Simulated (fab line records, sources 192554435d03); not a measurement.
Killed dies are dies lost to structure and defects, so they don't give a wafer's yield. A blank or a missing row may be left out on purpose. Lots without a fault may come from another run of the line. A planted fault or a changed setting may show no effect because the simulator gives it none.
fab line records | flow n5_finfet | part 1 of 2: steps 1 to 24 of 30
record lots=5 wafers=15 last_day=17
route steps=1938 shown BEOL_M10@1481
lots that met no fault: from a run of the same line without faults
start_h: hours from the record's first day to the start of the lot's first wafer shown | wait_h: hours since the lot's step before | " the same as in the row above | L1.1+2: a row that stands for several wafers | - no value, or no start given | * or withheld: withheld | < > ~ a bound
route shown NAME@n: a module of which the file shows steps, and the number in the route of the first | usual: mean/standard deviation of fault-free wafers | same: alike in all rows | chamber/n: place in a boat | sites: the reading at each site | _std_site: their standard deviation | _edge_site: outer sites' mean less inner sites' | radius_mm: how far each site lies from the wafer's centre | mask NAME#n: copy n | behind: the tool/chamber that last shaped the wafer | hold: why the lot was held/for how many hours/how that ended | device: the transistor (n, p or np) that didn't switch | end of line: the same wafers' tests at the end of the route | a step without rows: its recipe alone | killed: dies lost to structure and defects at the first sort, not the wafer's yield | map: a wafer's dies, x killed, . not, _ none there
set.NAME: the setting as run; set.NAME@STEP: as run at that earlier step | model.NAME: the simulator's own value behind a step, which no gauge read
lots at some steps of the route; a table a step, a row a wafer
services: from which hour (start_h, from the record's first day; less than 0 if before it) a tool's chamber was out of use, for how many hours, and why
## steps
# step N5_BEOL_M10_PEB_09
# recipe peb_temp_c=withheld peb_time_s=60 resist=CAR-ArF
# columns lot.wafer tool chamber start_h wait_h
L079.3+4+6 litho_track-04 0 259.15 0.0
L090.1+2+5 litho_track-05 0 323.43 0.1
L089.1+2+6 litho_track-05 0 334.45 0.1
L094.1+4+5 litho_track-02 0 334.61 0.1
L091.1+3+6 litho_track-05 0 334.95 0.1
# step N5_BEOL_M10_DEVELOP_10
# recipe develop_time_s=30 developer=TMAH resist=CAR-ArF rinse_liquid=diw dry=air_spin dev_temp_c=23
# columns lot.wafer tool chamber start_h wait_h
L079.3+4+6 litho_track-04 0 - -
L090.1+2+5 litho_track-05 0 - -
L089.1+2+6 litho_track-05 0 - -
L094.1+4+5 litho_track-02 0 - -
L091.1+3+6 litho_track-05 0 - -
# step N5_BEOL_M10_CD_MEAS_11
# recipe target_cd_nm=64.1 landing_energy_ev=500 detector=se_inlens polarity=opening
# usual cd_nm=64.6/0.64
# columns lot.wafer tool chamber start_h wait_h cd_nm
L079.3 cd_sem-01 0 259.22 - 64.6
L079.4 " 0 " " 63.7
L079.6 " 0 " " 64.4
L090.1 cd_sem-03 0 323.49 - 65.4
L090.2 " 0 " " 64.6
L090.5 " 0 " " 64.4
L089.1 cd_sem-02 0 334.52 - 64.7
L089.2 " 0 " " 63.6
L089.6 " 0 " " 64.5
L094.1 cd_sem-02 0 334.68 - 64.3
L094.4 " 0 " " 64.5
L094.5 " 0 " " 64.7
L091.1 cd_sem-02 0 335.01 - 65.4
L091.3 " 0 " " 64.2
L091.6 " 0 " " 65.3
# step N5_BEOL_M10_OVL_MEAS_12
# recipe points_per_wafer=44
# usual M10_OVL=-0.4/0.92
# same points_per_wafer=44
# columns lot.wafer tool chamber start_h wait_h M10_OVL[nm]
L079.3 overlay-02 0 259.25 0.0 -0.1
L079.4 " 0 " " -0.4
L079.6 " 0 " " -0.4
L090.1 overlay-01 0 323.52 0.0 0.0
L090.2 " 0 " " 0.0
L090.5 " 0 " " -1.4
L089.1 overlay-01 0 334.55 0.0 -0.1
L089.2 " 0 " " -0.1
L089.6 " 0 " " 0.0
L094.1 overlay-01 0 334.71 0.0 -1.5
L094.4 " 0 " " 0.0
L094.5 " 0 " " 0.2
L091.1 overlay-01 0 335.04 0.0 -0.6
L091.3 " 0 " " -1.1
L091.6 " 0 " " -1.7
# step N5_BEOL_M10_INSPECT_13
# recipe mode=adi inspect_instrument=brightfield
# usual raw_defect_count=391/91
# columns lot.wafer tool chamber start_h wait_h raw_defect_count
L079.3 defect_inspect-01 - 259.27 0.0 345
L079.4 " - " " 304
L079.6 " - " " 350
L090.1 defect_inspect-02 - 323.55 0.0 433
L090.2 " - " " 402
L090.5 " - " " 436
L089.1 defect_inspect-02 - 334.57 0.0 339
L089.2 " - " " 310
L089.6 " - " " 345
L094.1 defect_inspect-02 - 334.73 0.0 440
L094.4 " - " " 416
L094.5 " - " " 427
L091.1 defect_inspect-02 - 335.07 0.0 410
L091.3 " - " " 346
L091.6 " - " " 399
# step N5_BEOL_M10_DESCUM_16
# recipe chemistry=O2 time_s=7.9 source_power_w=50 bias_power_w=20 pressure_mtorr=20 rf_frequency_hz=2.712e+07 temp_c=40 resist=CAR-ArF o2_flow_sccm=225
# usual bias_power_w=20.00/0.065 drypump_motor_current_A=5.7/0.51 oes_product_au=0.82/0.076 rf_vpp_V=242.9/1.4 showerhead_plenum_p_Torr=2.09/0.071 throttle_valve_pct=20.38/0.15
# columns lot.wafer tool chamber start_h wait_h bias_power_w drypump_motor_current_A oes_product_au rf_hours_counter_h rf_vpp_V showerhead_plenum_p_Torr throttle_valve_pct
L079.3 rie_diel-02 2 259.30 0.0 20.08 4.7 0.76 149 243.6 2.19 20.14
L079.4 " 0 " " 19.87 5.5 0.76 159 241.5 2.06 20.17
L079.6 " 0 " " 19.92 5.5 0.75 - 242.8 2.06 20.16
L090.1 rie_diel-05 2 323.58 0.0 20.07 6.5 0.81 83 243.7 2.20 20.33
L090.2 " 0 " " 19.91 5.5 0.76 157 242.6 2.00 20.34
L090.5 " 3 " " 20.05 5.8 0.84 - 243.3 2.04 20.68
L089.1 rie_diel-05 3 334.61 0.0 20.02 5.7 0.84 65 242.2 2.04 20.68
L089.2 " 0 " " 20.03 5.5 0.74 160 241.7 2.00 20.35
L089.6 " 0 " " 20.02 5.5 0.75 - 240.2 2.00 20.34
L094.1 rie_diel-05 1 334.90 0.2 20.07 5.4 0.91 37 243.2 2.08 20.39
L094.4 " 0 " " 19.96 5.4 0.75 160 241.0 2.00 20.35
L094.5 " 0 " " 20.05 5.4 0.74 - 241.2 2.00 20.37
L091.1 rie_diel-02 0 335.10 0.0 20.09 5.5 0.73 191 241.8 2.05 20.22
L091.3 " 2 " " 19.92 4.7 0.73 181 244.6 2.17 20.20
L091.6 " 2 " " 19.99 4.7 0.72 - 243.0 2.17 20.22
# step N5_BEOL_M10_ETCH_61
# recipe chemistry=CF4 target=SiARC target_depth_a=390 mask_material=CAR-ArF time_s=65 ion_energy_ev=80 pressure_mtorr=40 source_w=545 bias_w=36 Ar_flow_sccm=100 cf4_flow_sccm=100 ends=cleared
# usual drypump_motor_current_A=5.7/0.52 etch_rf_on_time_s=65.7/2.4 oes_product_au=0.70/0.063 rf_vpp_V=184.0/1.3 showerhead_plenum_p_Torr=2.14/0.073 throttle_valve_pct=15.52/0.15
# columns lot.wafer tool chamber start_h wait_h drypump_motor_current_A etch_rf_on_time_s oes_product_au rf_hours_counter_h rf_vpp_V showerhead_plenum_p_Torr throttle_valve_pct
L079.3 rie_diel-02 2 259.34 0.0 4.7 67.8 0.64 149 185.8 2.22 15.37
L079.4 " 0 " " 5.5 62.3 0.67 159 185.2 2.13 15.54
L079.6 " 0 " " 5.5 62.1 0.67 - 183.3 2.13 15.53
L090.1 rie_diel-05 2 323.62 0.0 6.5 67.8 0.68 83 185.6 2.26 15.58
L090.2 " 0 " " 5.5 65.9 0.65 157 182.0 2.06 15.60
L090.5 " 3 " " 5.7 66.7 0.71 - 182.0 2.07 15.63
L089.1 rie_diel-05 3 334.64 0.0 5.7 67.1 0.71 65 182.1 2.07 15.63
L089.2 " 0 " " 5.5 66.2 0.64 160 182.1 2.06 15.58
L089.6 " 0 " " 5.4 66.6 0.64 - 183.5 2.06 15.57
L094.1 rie_diel-05 1 334.93 0.0 5.4 64.0 0.77 37 183.1 2.10 15.31
L094.4 " 0 " " 5.4 67.0 0.63 160 181.9 2.06 15.59
L094.5 " 0 " " 5.5 67.1 0.63 - 181.5 2.06 15.58
L091.1 rie_diel-02 0 335.14 0.0 5.5 61.4 0.65 191 183.4 2.12 15.61
L091.3 " 2 " " 4.7 66.6 0.62 181 184.7 2.21 15.43
L091.6 " 2 " " 4.7 66.3 0.63 - 185.2 2.21 15.43
# step N5_BEOL_M10_ETCH_62
# recipe chemistry=N2/H2 target=SOC target_depth_a=1100 overetch_a=220 mask_material=SiARC temp_c=40 time_s=165 ion_energy_ev=200 pressure_mtorr=30 source_w=840 bias_w=150 n2_flow_sccm=200 h2_flow_sccm=200
# usual drypump_motor_current_A=5.7/0.52 n2_flow_sccm=200.1/0.59 oes_product_au=0.69/0.058 rf_vpp_V=523.6/2.5 showerhead_plenum_p_Torr=2.53/0.082 throttle_valve_pct=17.75/0.24
# columns lot.wafer tool chamber start_h wait_h drypump_motor_current_A n2_flow_sccm oes_product_au rf_hours_counter_h rf_vpp_V showerhead_plenum_p_Torr throttle_valve_pct
L079.3 rie_diel-02 2 259.39 0.0 4.7 199.2 0.65 149 527.7 2.63 17.32
L079.4 " 0 " " 5.5 200.1 0.65 159 523.0 2.56 17.84
L079.6 " 0 " " 5.5 199.1 0.65 - 523.3 2.56 17.85
L090.1 rie_diel-05 2 323.67 0.0 6.5 199.9 0.70 83 528.6 2.68 17.76
L090.2 " 0 " " 5.5 199.4 0.65 157 521.6 2.45 17.93
L090.5 " 3 " " 5.6 200.2 0.72 - 521.8 2.48 18.06
L089.1 rie_diel-05 3 334.69 0.0 5.7 201.1 0.71 66 522.2 2.48 18.07
L089.2 " 0 " " 5.5 199.2 0.64 160 521.2 2.45 17.93
L089.6 " 0 " " 5.5 200.1 0.63 - 521.9 2.45 17.94
L094.1 rie_diel-05 1 334.98 0.0 5.5 200.0 0.74 37 522.2 2.48 17.53
L094.4 " 0 " " 5.5 200.3 0.64 160 521.5 2.45 17.94
L094.5 " 0 " " 5.5 200.8 0.65 - 519.0 2.45 17.94
L091.1 rie_diel-02 0 335.19 0.0 5.5 199.6 0.63 191 522.6 2.55 17.90
L091.3 " 2 " " 4.7 200.3 0.63 181 527.5 2.61 17.41
L091.6 " 2 " " 4.7 199.8 0.63 - 525.5 2.61 17.40
# step N5_BEOL_M10_STRIP_68
# recipe chemistry=N2/H2 temp_c=40 n2_flow_sccm=200 h2_flow_sccm=200 rf_frequency_hz=6e+07
# columns lot.wafer tool chamber start_h wait_h
L079.3+4+6 rie_diel-02 2,0,0 259.53 0.1
L090.1+2+5 rie_diel-05 2,0,3 323.80 0.1
L089.1+2+6 rie_diel-05 3,0,0 334.83 0.1
L094.1+4+5 rie_diel-05 1,0,0 335.12 0.1
L091.1+3+6 rie_diel-02 0,2,2 335.32 0.1
# step N5_BEOL_M10_STRIP_67
# recipe chemistry=CF4 resist=SiARC power_w=300 bias_power_w=75 pressure_mtorr=50 cf4_flow_sccm=150 rf_frequency_hz=6e+07
# usual bias_power_w=74.99/0.22 drypump_motor_current_A=5.7/0.52 oes_product_au=0.82/0.068 rf_vpp_V=271.0/1.5 showerhead_plenum_p_Torr=1.79/0.06 throttle_valve_pct=13.50/0.17
# columns lot.wafer tool chamber start_h wait_h bias_power_w drypump_motor_current_A oes_product_au rf_hours_counter_h rf_vpp_V showerhead_plenum_p_Torr throttle_valve_pct
L079.3 rie_diel-02 2 259.54 0.0 74.84 4.7 0.77 149 272.3 1.86 13.38
L079.4 " 0 " " 75.30 5.5 0.76 159 270.9 1.78 13.54
L079.6 " 0 " " 75.40 5.5 0.76 - 271.3 1.78 13.52
L090.1 rie_diel-05 2 323.81 0.0 75.05 6.4 0.82 83 272.4 1.90 13.53
L090.2 " 0 " " 74.94 5.4 0.76 157 270.2 1.74 13.59
L090.5 " 3 " " 75.08 5.7 0.85 - 269.2 1.74 13.57
L089.1 rie_diel-05 3 334.84 0.0 75.14 5.7 0.84 66 269.9 1.74 13.59
L089.2 " 0 " " 74.54 5.4 0.76 160 271.1 1.73 13.63
L089.6 " 0 " " 74.72 5.5 0.75 - 267.4 1.73 13.63
L094.1 rie_diel-05 1 335.13 0.0 75.05 5.4 0.88 37 268.8 1.76 13.26
L094.4 " 0 " " 75.36 5.5 0.76 160 269.5 1.73 13.61
L094.5 " 0 " " 75.43 5.5 0.75 - 268.9 1.73 13.63
L091.1 rie_diel-02 0 335.33 0.0 74.89 5.5 0.74 191 269.6 1.78 13.60
L091.3 " 2 " " 75.01 4.7 0.74 181 271.4 1.85 13.46
L091.6 " 2 " " 74.77 4.7 0.74 - 272.8 1.85 13.46
# step N5_BEOL_M10_HM_OPEN_17
# recipe chemistry=Cl2/BCl3 target_depth_a=200 overetch_a=60 target=TiN mask_material=SOC ion_energy_ev=150 pressure_mtorr=10 icp_w=1000 bias_w=126 Cl2_flow_sccm=53.25 bcl3_flow_sccm=21.75 Ar_flow_sccm=25
# usual drypump_motor_current_A=5.5/0.37 oes_product_au=0.66/0.071 throttle_valve_pct=21.99/0.21
# columns lot.wafer tool chamber start_h wait_h drypump_motor_current_A oes_product_au rf_hours_counter_h throttle_valve_pct
L079.3 rie_metal-03 1 259.62 0.1 5.6 0.61 - 21.66
L079.4 " 0 " " 5.3 0.57 - 22.03
L079.6 " 1 " " 5.6 0.61 - 21.69
L090.1 rie_metal-03 1 323.85 0.0 5.6 0.59 79 21.73
L090.2 " 0 " " 5.3 0.57 83 22.02
L090.5 " 1 " " 5.6 0.59 - 21.70
L089.1 rie_metal-02 0 334.88 0.0 5.6 0.68 41 22.54
L089.2 " 1 " " 6.5 0.75 14 21.96
L089.6 " 1 " " 6.6 0.75 - 21.97
L094.1 rie_metal-02 0 335.17 0.0 5.6 0.68 41 22.52
L094.4 " 0 " " 5.5 0.67 - 22.54
L094.5 " 0 " " 5.6 0.67 - 22.52
L091.1 rie_metal-03 0 335.37 0.0 5.3 0.57 84 22.04
L091.3 " 0 " " 5.3 0.57 - 22.01
L091.6 " 1 " " 5.6 0.60 - 21.72
# step N5_BEOL_M10_STRIP_19
# recipe chemistry=O2 power_w=400 temp_c=40 pressure_mtorr=30 rf_frequency_hz=6e+07 bias_power_w=0 overash_fraction=0.2 o2_flow_sccm=225
# usual drypump_motor_current_A=5.6/0.59 oes_product_au=0.82/0.083 rf_vpp_V=3.8/0.65 showerhead_plenum_p_Torr=2.12/0.071 throttle_valve_pct=16.59/0.13
# same bias_power_w=0
# columns lot.wafer tool chamber start_h wait_h drypump_motor_current_A oes_product_au rf_hours_counter_h rf_vpp_V showerhead_plenum_p_Torr throttle_valve_pct
L079.3 rie_diel-02 2 259.73 0.1 4.7 0.75 149 4.5 2.19 16.48
L079.4 " 1 " " 5.3 0.73 200 4.0 2.09 16.69
L079.6 " 2 " " 4.7 0.76 - 4.9 2.19 16.49
L090.1 rie_diel-06 1 323.96 0.1 5.5 0.88 38 4.0 2.16 16.72
L090.2 " 0 " " 4.9 0.80 101 3.8 2.03 16.56
L090.5 " 0 " " 4.9 0.80 - 2.8 2.03 16.57
L089.1 rie_diel-02 3 334.99 0.1 6.5 0.98 5 3.3 2.06 16.45
L089.2 " 0 " " 5.5 0.73 191 3.4 2.06 16.55
L089.6 " 2 " " 4.7 0.73 - 5.1 2.18 16.54
L094.1 rie_diel-06 2 335.29 0.1 6.4 0.84 87 3.3 2.23 16.65
L094.4 " 3 " " 5.7 0.86 55 3.8 2.07 16.46
L094.5 " 3 " " 5.7 0.87 - 4.0 2.07 16.47
L091.1 rie_diel-02 2 335.53 0.1 4.7 0.74 181 3.7 2.18 16.54
L091.3 " 0 " " 5.5 0.73 191 3.3 2.06 16.53
L091.6 " 3 " " 6.5 0.99 - 4.2 2.06 16.45
# step N5_BEOL_M10_CD_MEAS_18
# recipe pitch_nm=140 target_cd_nm=70
# usual cd_nm=70.7/0.8
# columns lot.wafer tool chamber start_h wait_h cd_nm
L079.3 cd_sem-03 - 259.80 0.1 70.1
L079.4 " - " " 69.1
L079.6 " - " " 69.6
L090.1 cd_sem-01 - 324.03 0.0 70.3
L090.2 " - " " 70.7
L090.5 " - " " 71.1
L089.1 cd_sem-03 - 335.06 0.0 71.2
L089.2 " - " " 69.8
L089.6 " - " " 71.3
L094.1 cd_sem-03 - 335.37 0.1 71.3
L094.4 " - " " 70.3
L094.5 " - " " 71.1
L091.1 cd_sem-03 - 335.60 0.0 70.9
L091.3 " - " " 70.3
L091.6 " - " " 70.8
# step N5_BEOL_M10_COAT_63
# recipe resist=SOC temp_c=250 time_s=60 spin_rpm=1500 resist_thk_nm=100
# columns lot.wafer tool chamber start_h wait_h
L079.3+4+6 litho_track-02 0 260.57 0.8
L090.1+2+5 litho_track-02 0 325.53 1.5
L089.1+2+6 litho_track-05 0 335.19 0.1
L094.1+4+5 litho_track-02 0 337.35 2.0
L091.1+3+6 litho_track-05 0 337.36 1.8
# step N5_BEOL_M10_COAT_64
# recipe resist=SiARC temp_c=220 time_s=60 spin_rpm=1500 resist_thk_nm=30
# columns lot.wafer tool chamber start_h wait_h
L079.3+4+6 litho_track-02 0 - -
L090.1+2+5 litho_track-02 0 - -
L089.1+2+6 litho_track-05 0 - -
L094.1+4+5 litho_track-02 0 - -
L091.1+3+6 litho_track-05 0 - -
# step N5_BEOL_M10_COAT_22
# recipe resist=CAR-ArF spin_rpm=1500 resist_thk_nm=90
# columns lot.wafer tool chamber start_h wait_h
L079.3+4+6 litho_track-02 0 - -
L090.1+2+5 litho_track-02 0 - -
L089.1+2+6 litho_track-05 0 - -
L094.1+4+5 litho_track-02 0 - -
L091.1+3+6 litho_track-05 0 - -
# step N5_BEOL_M10_EBR_24
# recipe solvent=PGMEA ebr_width_mm=1.5
# same ebr_width_mm=1.5
# columns lot.wafer tool chamber start_h wait_h
L079.3+4+6 litho_track-02 0 - -
L090.1+2+5 litho_track-02 0 - -
L089.1+2+6 litho_track-05 0 - -
L094.1+4+5 litho_track-02 0 - -
L091.1+3+6 litho_track-05 0 - -
# step N5_BEOL_M10_SOFTBAKE_23
# recipe temp_c=110 time_s=60 resist=CAR-ArF
# columns lot.wafer tool chamber start_h wait_h
L079.3+4+6 litho_track-02 0 - -
L090.1+2+5 litho_track-02 0 - -
L089.1+2+6 litho_track-05 0 - -
L094.1+4+5 litho_track-02 0 - -
L091.1+3+6 litho_track-05 0 - -
# step N5_BEOL_M10_EXPOSE_25
# recipe mask_id=V9 na=1.35 source_shape=annular sigma_inner=0.5 sigma_outer=0.8 polarization=unpolarized dose_mj=85.5
# same sigma_inner=0.5
# columns lot.wafer tool chamber start_h wait_h mask
L079.3+4+6 arfi_scanner-03 0 260.71 - V9#0
L090.1+2+5 arfi_scanner-02 0 325.64 - V9#0
L089.1+2+6 arfi_scanner-02 0 335.44 - V9#0
L094.1+4+5 arfi_scanner-02 0 337.47 - V9#0
L091.1+3+6 arfi_scanner-01 0 337.64 - V9#0
# step N5_BEOL_M10_PEB_26
# recipe peb_temp_c=withheld peb_time_s=60 resist=CAR-ArF
# columns lot.wafer tool chamber start_h wait_h
L079.3+4+6 litho_track-02 0 260.76 0.0
L090.1+2+5 litho_track-02 0 325.71 0.1
L089.1+2+6 litho_track-04 0 335.50 0.1
L094.1+4+5 litho_track-02 0 337.53 0.1
L091.1+3+6 litho_track-02 0 337.70 0.1
# step N5_BEOL_M10_DEVELOP_27
# recipe develop_time_s=30 developer=TMAH resist=CAR-ArF rinse_liquid=diw dry=air_spin dev_temp_c=23
# columns lot.wafer tool chamber start_h wait_h
L079.3+4+6 litho_track-02 0 - -
L090.1+2+5 litho_track-02 0 - -
L089.1+2+6 litho_track-04 0 - -
L094.1+4+5 litho_track-02 0 - -
L091.1+3+6 litho_track-02 0 - -
# step N5_BEOL_M10_CD_MEAS_28
# recipe target_cd_nm=70 landing_energy_ev=500 detector=se_inlens polarity=opening
# usual cd_nm=69.9/1.7
# columns lot.wafer tool chamber start_h wait_h cd_nm
L079.3 cd_sem-03 0 260.83 - 71.0
L079.4 " 0 " " 71.2
L079.6 " 0 " " 72.5
L090.1 cd_sem-01 0 325.77 - 69.4
L090.2 " 0 " " 70.2
L090.5 " 0 " " 69.7
L089.1 cd_sem-03 0 335.57 - 70.6
L089.2 " 0 " " 70.1
L089.6 " 0 " " 71.8
L094.1 cd_sem-02 0 337.60 - 70.2
L094.4 " 0 " " 71.4
L094.5 " 0 " " 71.7
L091.1 cd_sem-03 0 337.77 - 69.0
L091.3 " 0 " " 71.1
L091.6 " 0 " " 69.9
# step N5_BEOL_M10_OVL_MEAS_29
# recipe points_per_wafer=44
# usual V9_OVL=0.5/0.68
# same points_per_wafer=44
# columns lot.wafer tool chamber start_h wait_h V9_OVL[nm]
L079.3 overlay-02 0 260.85 0.0 0.4
L079.4 " 0 " " 0.4
L079.6 " 0 " " -0.2
L090.1 overlay-01 0 325.80 0.0 0.3
L090.2 " 0 " " -0.5
L090.5 " 0 " " 0.1
L089.1 overlay-01 0 335.60 0.0 -0.2
L089.2 " 0 " " 0.2
L089.6 " 0 " " -0.1
L094.1 overlay-01 0 337.64 0.0 1.0
L094.4 " 0 " " 0.0
L094.5 " 0 " " 0.6
L091.1 overlay-01 0 337.80 0.0 1.0
L091.3 " 0 " " -0.3
L091.6 " 0 " " 1.3
# step N5_BEOL_M10_INSPECT_30
# recipe mode=adi inspect_instrument=brightfield
# usual raw_defect_count=392/89
# columns lot.wafer tool chamber start_h wait_h raw_defect_count
L079.3 defect_inspect-01 - 260.88 0.0 335
L079.4 " - " " 289
L079.6 " - " " 337
L090.1 defect_inspect-01 - 325.83 0.0 379
L090.2 " - " " 357
L090.5 " - " " 359
L089.1 defect_inspect-02 - 335.62 0.0 334
L089.2 " - " " 308
L089.6 " - " " 347
L094.1 defect_inspect-02 - 337.67 0.0 437
L094.4 " - " " 425
L094.5 " - " " 411
L091.1 defect_inspect-01 - 337.82 0.0 353
L091.3 " - " " 300
L091.6 " - " " 318
